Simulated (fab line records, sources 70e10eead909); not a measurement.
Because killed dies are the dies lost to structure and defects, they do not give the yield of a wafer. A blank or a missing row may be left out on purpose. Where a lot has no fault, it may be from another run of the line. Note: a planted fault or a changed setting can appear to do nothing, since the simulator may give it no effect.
Matching of chambers	flow nand_harc	3 sister chambers for NHARC_P_BONDPAD_DEP_00 on pecvd-01
The step deposits SiCN, target thk 250 nm. 16 wafers are shown with their chamber, then 8 later ones without.

## WAFERS, EACH WITH ITS CHAMBER
wafer	chamber	heater_power_w (W)
L079.2	1	442
L079.5	1	460
L079.6	0	642
L082.1	2	666
L082.3	1	499
L082.5	0	736
L082.2	0	723
L082.4	2	676
L082.6	1	505
L086.4	2	699
L086.5	0	683
L086.6	1	517
L089.2	2	656
L089.4	2	660
L089.6	0	604
L094.3	2	552

SIGNATURES (averages over the wafers above)
reading	chamber 0	chamber 1	chamber 2	scatter within a chamber
heater_power_w	677.60	484.60	651.50	47.5
Rule: for each reading, subtract the chamber's mean from the wafer's reading, divide by that reading's scatter and square the result; add these up over the readings and take the root, which gives the wafer's distance from the chamber. If the next closest chamber is less than 2 further off than the closest, the wafer can't be placed; otherwise it belongs to the closest. The scatter: the root of (the sum of the squares of (reading less its chamber's mean) over the shown wafers, divided by (wafers less chambers)).

## WAFERS WITHOUT THEIR CHAMBER
wafer	heater_power_w (W)
L094.5	683
L094.6	573
L095.1	638
L095.2	626
L095.6	665
L097.3	380
L097.4	740
L097.6	583

## THE CHAMBER EACH PASSED THROUGH
wafer	from the rows above	in truth
L094.5	can't be placed: 0 or 2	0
L094.6	can't be placed: 2 or 1 or 0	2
L095.1	can't be placed: 2 or 0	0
L095.2	can't be placed: 2 or 0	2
L095.6	can't be placed: 0 or 2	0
L097.3	1	1
L097.4	can't be placed: 0 or 2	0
L097.6	can't be placed: 2 or 0 or 1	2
Correct placement for 1 of the 8. These rows do not allow placing 7 (true chamber among the candidates in 7). Placed wrongly: 0.
